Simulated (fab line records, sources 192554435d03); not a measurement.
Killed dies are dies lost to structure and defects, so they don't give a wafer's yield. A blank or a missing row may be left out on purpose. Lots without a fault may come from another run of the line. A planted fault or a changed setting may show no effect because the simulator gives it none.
fab line records | flow n5_finfet
record lots=4 wafers=12 last_day=16
route steps=1938 shown SDB@370 DUMMY_REMOVAL@377 HKMG_FIN@385 PASSIVATION@1936
lots that met no fault: from a run of the same line without faults
start_h: hours from the record's first day to the start of the lot's first wafer shown | wait_h: hours since the lot's step before | " the same as in the row above | L1.1+2: a row that stands for several wafers | - no value, or no start given | * or withheld: withheld | < > ~ a bound
route shown NAME@n: a module of which the file shows steps, and the number in the route of the first | usual: mean/standard deviation of fault-free wafers | same: alike in all rows | chamber/n: place in a boat | sites: the reading at each site | _std_site: their standard deviation | _edge_site: outer sites' mean less inner sites' | radius_mm: how far each site lies from the wafer's centre | mask NAME#n: copy n | behind: the tool/chamber that last shaped the wafer | hold: why the lot was held/for how many hours/how that ended | device: the transistor (n, p or np) that didn't switch | end of line: the same wafers' tests at the end of the route | a step without rows: its recipe alone | killed: dies lost to structure and defects at the first sort, not the wafer's yield | map: a wafer's dies, x killed, . not, _ none there
set.NAME: the setting as run; set.NAME@STEP: as run at that earlier step | model.NAME: the simulator's own value behind a step, which no gauge read
lots at some steps of the route; a table a step, a row a wafer
## steps
# step N5_SDB_PRECLEAN_38
# recipe chemistry=dHF time_s=10 dilution=750:1 temp_c=25
# step N5_SDB_PRECLEAN_39
# recipe chemistry=O3/DIW time_s=45 temp_c=22 o3_ppm=10
# step N5_SDB_SRD_28
# recipe dry=ipa_marangoni time_s=30 temp_c=23 rinse_liquid=diw
# step N5_SDB_ALD_29
# recipe material=SiNx target_thk_a=300 temp_c=400 ald_precursor_family=SiH2I2 ald_co_reactant=N2/H2-plasma pulse_time_s=1 ald_cycles=600 purge_time_s=2 co_reactant_purge_time_s=2 pressure_torr=2
# step N5_SDB_CMP_30
# recipe stop_on=poly-Si t_overpolish_s=1.54 post_cmp_clean=alkaline_brush down_force_psi=4.1491 platen_rpm=51.796 pad_velocity_m_s=1.0306 target_thk_nm=30
# step N5_DUMMY_REMOVAL_HM_STRIP_01
# recipe chemistry=CH3F/O2 material=SiNx target_depth_a=40 stop_on=poly-Si time_s=6.8 over_etch_frac=0.3 ion_energy_ev=60 power_w=410 bias_w=29 Ar_flow_sccm=150 CH3F_flow_sccm=30 O2_flow_sccm=20
# step N5_DUMMY_REMOVAL_STRIP_10
# recipe chemistry=N2/H2 time_s=40 power_w=100 temp_c=40 pressure_mtorr=100 rf_frequency_hz=6e+07 bias_power_w=3 n2_flow_sccm=300 h2_flow_sccm=300
# step N5_DUMMY_REMOVAL_PRECLEAN_07
# recipe chemistry=dHF time_s=30 temp_c=25 dilution=withheld
# step N5_DUMMY_REMOVAL_DUMMY_REMOVE_02
# recipe chemistry=TMAH temp_c=70 target=poly-Si stop_on=SiO2 target_depth_nm=142 conc_wt_pct=5 time_s=57 dry=ipa_marangoni rinse_time_s=30 rinse_temp_c=23
# step N5_DUMMY_REMOVAL_PRECLEAN_08
# recipe chemistry=NF3:NH3 afs_cycles=2 temp_c=30 time_s=20 sublimation_temp_c=180 sublimation_time_s=60 pressure_torr=3 rf_power_w=30
# usual pressure_torr=2.999/0.0065 sublimation_temp_c=180.01/0.17
# same afs_cycles=2 time_s=20
# columns lot.wafer tool chamber start_h wait_h pressure_torr sublimation_temp_c
L434.2 remote_plasma-01 1 100.42 0.1 2.996 180.01
L434.4 " 1 " " 3.005 179.89
L434.6 " 1 " " 3.004 179.75
L445.2 remote_plasma-01 0 166.14 0.1 2.996 180.15
L445.3 " 0 " " 2.998 180.25
L445.6 " 0 " " 3.001 179.96
L446.2 remote_plasma-02 0 172.52 0.1 3.005 179.86
L446.3 " 0 " " 3.010 179.94
L446.6 " 0 " " 3.013 179.84
L447.1 remote_plasma-01 0 175.92 0.0 2.988 180.11
L447.4 " 0 " " 2.991 180.08
L447.5 " 0 " " 2.993 179.73
# step N5_DUMMY_REMOVAL_PRECLEAN_04
# recipe chemistry=DHF time_s=37 temp_c=25 dilution=500:1
# step N5_DUMMY_REMOVAL_SRD_05
# recipe dry=ipa_marangoni do_ppb=5 time_s=30 temp_c=23 rinse_liquid=diw
# step N5_HKMG_FIN_IL_REGROW_00
# recipe material=SiO2 target_thk_a=7.5 chemistry=O3 temp_c=withheld time_s=30
# step N5_HKMG_FIN_HK_ALD_01
# recipe material=HfO2 target_thk_a=16 temp_c=withheld ald_precursor_family=HfCl4 ald_co_reactant=H2O pulse_time_s=3 purge_time_s=3 co_reactant_purge_time_s=2.5 co_reactant_pulse_time_s=0.3 ald_cycles=30
# step N5_HKMG_FIN_HK_ANNEAL_02
# recipe temp_c=700 time_s=30 ambient=N2 idle_temp_c=600 ramp_up_c_per_s=150 ramp_down_c_per_s=60 cool_to_c=600
# step N5_HKMG_FIN_ALD_74
# recipe material=La2O3 target_thk_a=5 temp_c=250 ald_precursor_family=La-Cp ald_co_reactant=O3 pulse_time_s=6 co_reactant_pulse_time_s=1 purge_time_s=3 co_reactant_purge_time_s=3
# step N5_HKMG_FIN_ALD_75
# recipe material=Al2O3 target_thk_a=10 temp_c=150 ald_precursor_family=TMA ald_co_reactant=H2O pulse_time_s=withheld co_reactant_pulse_time_s=1
# step N5_HKMG_FIN_COAT_41
# recipe resist=SOC temp_c=250 time_s=60 spin_rpm=1500 resist_thk_nm=300
# step N5_HKMG_FIN_COAT_42
# recipe resist=SiARC temp_c=220 time_s=60 spin_rpm=1500 resist_thk_nm=35
# step N5_HKMG_FIN_COAT_43
# recipe resist=CAR-ArF spin_rpm=1500 resist_thk_nm=90
# step N5_HKMG_FIN_EBR_45
# recipe solvent=PGMEA ebr_width_mm=1.5
# step N5_HKMG_FIN_SOFTBAKE_44
# recipe temp_c=110 time_s=60 resist=CAR-ArF
# step N5_HKMG_FIN_EXPOSE_46
# recipe mask_id=NDIPOLE na=1.35 source_shape=conventional sigma_outer=0.8 polarization=unpolarized dose_mj=40
# step N5_HKMG_FIN_PEB_47
# recipe peb_temp_c=withheld peb_time_s=60 resist=CAR-ArF
# step N5_HKMG_FIN_DEVELOP_48
# recipe develop_time_s=30 developer=TMAH resist=CAR-ArF rinse_liquid=diw dry=air_spin dev_temp_c=23
# step N5_HKMG_FIN_DESCUM_53
# recipe chemistry=O2 time_s=7.9 source_power_w=50 bias_power_w=20 pressure_mtorr=20 rf_frequency_hz=2.712e+07 temp_c=40 resist=CAR-ArF o2_flow_sccm=225
# step N5_HKMG_FIN_ETCH_54
# recipe chemistry=CF4 target=SiARC target_depth_a=455 mask_material=CAR-ArF time_s=75.8 ion_energy_ev=80 pressure_mtorr=40 source_w=545 bias_w=36 Ar_flow_sccm=100 cf4_flow_sccm=100 ends=cleared
# step N5_HKMG_FIN_ETCH_55
# recipe chemistry=N2/H2 target=SOC target_depth_a=2400 temp_c=40 time_s=300 ion_energy_ev=200 mask_material=SiARC pressure_mtorr=30 source_w=840 bias_w=150 n2_flow_sccm=200 h2_flow_sccm=200
# step N5_HKMG_FIN_STRIP_56
# recipe chemistry=N2/H2 temp_c=40 n2_flow_sccm=200 h2_flow_sccm=200 rf_frequency_hz=6e+07
# step N5_HKMG_FIN_STRIP_57
# recipe chemistry=CF4 resist=SiARC power_w=300 bias_power_w=75 pressure_mtorr=50 cf4_flow_sccm=150 rf_frequency_hz=6e+07
# step N5_HKMG_FIN_ETCH_58
# recipe chemistry=N2/H2 target=SOC target_depth_a=2158 ion_energy_ev=50 bias_w=13 time_s=741 pressure_mtorr=30 source_w=875 n2_flow_sccm=200 h2_flow_sccm=200
# step N5_HKMG_FIN_STRIP_93
# recipe chemistry=N2/H2 material=SOC time_s=20 power_w=500 temp_c=40 pressure_mtorr=50 rf_frequency_hz=6e+07 bias_power_w=8 h2_frac=0.5 n2_flow_sccm=300 h2_flow_sccm=300
# step N5_HKMG_FIN_WET_ETCH_76
# recipe chemistry=dNH4OH mix=1:50 temp_c=25 target=Al2O3 stop_on=La2O3 target_depth_nm=2.25 dry=ipa_marangoni rinse_time_s=30 rinse_temp_c=23
# step N5_HKMG_FIN_STRIP_60
# recipe chemistry=N2/H2 power_w=2500 temp_c=300 h2_frac=0.65 time_s=360 pressure_mtorr=withheld n2_flow_sccm=1750 h2_flow_sccm=3250
# step N5_HKMG_FIN_WET_ETCH_77
# recipe chemistry=dHCl mix=1:10000 temp_c=25 target=La2O3 stop_on=HfO2 target_depth_nm=2
# step N5_HKMG_FIN_WET_ETCH_78
# recipe chemistry=dNH4OH mix=1:50 temp_c=25 target=Al2O3 stop_on=La2O3 target_depth_nm=4.5 dry=ipa_marangoni rinse_time_s=30 rinse_temp_c=23
# step N5_PASSIVATION_PROBE_49
# usual defect_limited_yield=91.2/1.3 killed_at_M0_to_M3=34/10 killed_at_M4_up=13/4.6 killed_at_contacts=13/5.5 killed_at_front_end=41/12 killed_at_other=2.8/2.4 killed_dies=104/16 killed_on_rim=14/4.2 killed_open=67/12 killed_short=33/7.2 sort_bin_5_function=5.1/0.86 sort_bin_6_memory=3.3/0.62 sort_n_pass=1076/16 sort_yield_pct=91.2/1.3
# same gross_dies=1180 killed_at_back_side=0 sort_bin_4_leakage[%]=0 sort_bin_8_speed[%]=0
# columns lot.wafer tool chamber start_h wait_h defect_limited_yield[%] killed_at_M0_to_M3 killed_at_M4_up killed_at_contacts killed_at_front_end killed_at_other killed_dies killed_on_rim killed_open killed_short sort_bin_5_function[%] sort_bin_6_memory[%] sort_n_pass sort_yield_pct[%]
L447.1 prober-02 - 368.44 0.0 83.4 60 17 12 105 2 196 30 67 42 9.1 4.1 984 83.4
L447.4 prober-02 - 368.59 0.2 83.0 46 15 17 122 1 201 35 67 42 9.7 3.9 979 83.0
L447.5 prober-02 - 368.64 0.2 85.3 36 14 11 112 1 174 27 55 30 8.9 3.1 1006 85.3
L445.2 prober-02 - 376.33 0.1 85.1 32 14 10 120 0 176 27 59 27 7.9 3.8 1004 85.1
L445.3 prober-02 - 376.38 0.1 85.5 47 9 10 105 0 171 23 51 40 8.1 3.4 1009 85.5
L445.6 prober-02 - 376.53 0.3 84.3 48 16 11 105 5 185 33 73 25 9.7 3.5 995 84.3
# killed by level:class
L447.1 DUMMY_REMOVAL:unspecified=79 BEOL_M0_SAQP:geometric_particle:open=18 BEOL_M0_SAQP:geometric_particle:short=18 BEOL_M4:geometric_particle:open=8 BEOL_M1:geometric_particle:open=7 MOL_CONTACT_COAG:geometric_particle:open=6 BEOL_M2:geometric_particle:open=6 STI_FIN_REVEAL:geometric_particle:open=5
L447.4 DUMMY_REMOVAL:unspecified=89 BEOL_M1:geometric_particle:open=11 MOL_CONTACT_COAG:geometric_particle:open=10 DUMMY_GATE:geometric_particle:open=9 BEOL_M0_SAQP:geometric_particle:open=9 MOL_CONTACT_COAG:geometric_particle:short=7 BEOL_M0_SAQP:geometric_particle:short=7 BEOL_M3:geometric_particle:open=6
L447.5 DUMMY_REMOVAL:unspecified=78 BEOL_M1:geometric_particle:open=13 BEOL_M0_SAQP:geometric_particle:open=9 BEOL_M4:geometric_particle:open=8 MOL_CONTACT_COAG:geometric_particle:open=6 FIN_SAQP:geometric_particle:short=5 BEOL_M0_SAQP:geometric_particle:short=5 STI_FIN_REVEAL:geometric_particle:open=4
L445.2 DUMMY_REMOVAL:unspecified=86 MOL_CONTACT_COAG:geometric_particle:open=8 BEOL_M0_SAQP:geometric_particle:short=7 FIN_SAQP:geometric_particle:open=6 DUMMY_GATE:geometric_particle:open=6 GATE_CUT:geometric_particle:short=6 BEOL_M0_SAQP:geometric_particle:open=6 BEOL_M3:geometric_particle:open=6
L445.3 DUMMY_REMOVAL:unspecified=78 BEOL_M0_SAQP:geometric_particle:open=14 BEOL_M0_SAQP:geometric_particle:short=13 MOL_CONTACT_COAG:geometric_particle:open=7 FIN_SAQP:geometric_particle:open=6 BEOL_M3:geometric_particle:short=6 FIN_SAQP:geometric_particle:short=5 STI_FIN_REVEAL:geometric_particle:open=4
L445.6 DUMMY_REMOVAL:unspecified=79 BEOL_M2:geometric_particle:open=11 BEOL_M3:geometric_particle:open=10 FIN_SAQP:geometric_particle:open=8 MOL_CONTACT_COAG:geometric_particle:open=8 BEOL_M0_SAQP:geometric_particle:short=7 BEOL_M0_SAQP:geometric_particle:open=7 BEOL_M1:geometric_particle:open=7
# map L445.6 (x killed, . not)
_________________............________________
______________.............x...._____________
___________.x...........x..........__________
__________.....................xx..._________
________.x...........x..............x._______
_______xxxx.x..x...x..................x______
______xxxxx..x..x..........x............_____
_____xxxxxx..........................xx..____
____xxxxxxxxx...............x.....x.xx....___
___xxxxxxxxx.....x...............x..x.x....__
___xxxxxxxxxx......x.............x.........__
__xxxxxxxxx......x.x...........x............_
__xxxxxx.x..x..x.....................x......_
_xxxxxxxxx.x.....x...............x.......x...
_xxxxxx...................x......x......x....
_xxx....x........x..x........................
_........x........x..........................
_....x......x...x......x.....................
_..............x.........x...x........x..x...
_.....xx....x..xx........x.................x.
_x..............x....xx.....x................
__.............x....x...........x..........._
__xx.........................xx..x.........._
___..........x.x.....x.xx.x................__
___.......................x.........x......__
____.............x.......x.........x......___
_____.................xx.x....x..........____
______.....................x....x.x....._____
_______..................x.............______
________....x.................x....x.._______
__________.............xxx.........x_________
___________xx...........x...x......__________
______________...............xx._____________
_________________.....x.....x________________
# map L447.4 (x killed, . not)
_________________............________________
______________..x.........xx...._____________
___________........................__________
__________xx...x............x......._________
________xxx....x.......x....x...x....._______
_______xxxxx.........x.................______
______xxxxx.x............x.......x......_____
_____xxxxxx..............................____
____xxxxxxxx...x...xx.....................___
___xxxxxxxxxxx....x....x...x......xx.......__
___xxxxxxxxx...............................__
__xxxxxxxxx...x............x............x.x._
__xxxxxxxxx..x..x....x..x..........x....x..._
_xxxxxxxx........x....x...........x.....x....
_xxxxxxxxxx...x....x.........x.............xx
_xxxx....x....................xx.....x.......
_..x..xxx.............x..........x...x.......
_...............x...................x....x...
_....x.....x.................................
_..x......x.x......x.....x....x..x.......x..x
_........x.....................x.x.....x.....
__x........x................................_
__........................x.....x..........._
___......x......x..x.x....x...x.x..........__
___..................x......x..x...........__
____....x................x..x.....x.......___
_____....x...x...x.x............x........____
______...x.................x..........x._____
_______.x.............x.........x......______
________..x.........x.x.x............._______
__________..x......x....x...x....x.x_________
___________............x...........__________
______________.xx.............x._____________
_________________............________________
## key
first_sign step=N5_PASSIVATION_PROBE_49 reading=killed_at_front_end direction=up sigmas=6.1 usual=41 struck=112
effect step=N5_PASSIVATION_PROBE_49 reading=defect_limited_yield direction=down sigmas=5.1 usual=91.2 struck=84.4
more_kills_born_at N5_DUMMY_REMOVAL_PRECLEAN_08@remote_plasma-01=489
met_at N5_DUMMY_REMOVAL_PRECLEAN_08
struck_wafers L445.2,L445.3,L445.6,L447.1,L447.4,L447.5
onset_between 100.42 166.14
fault kind=chamber_particle_source tool=remote_plasma-01 chamber=- onset_h=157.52 steps=N5_DUMMY_REMOVAL_PRECLEAN_08 rate_per_visit_cm2=2.2129 end_h=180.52
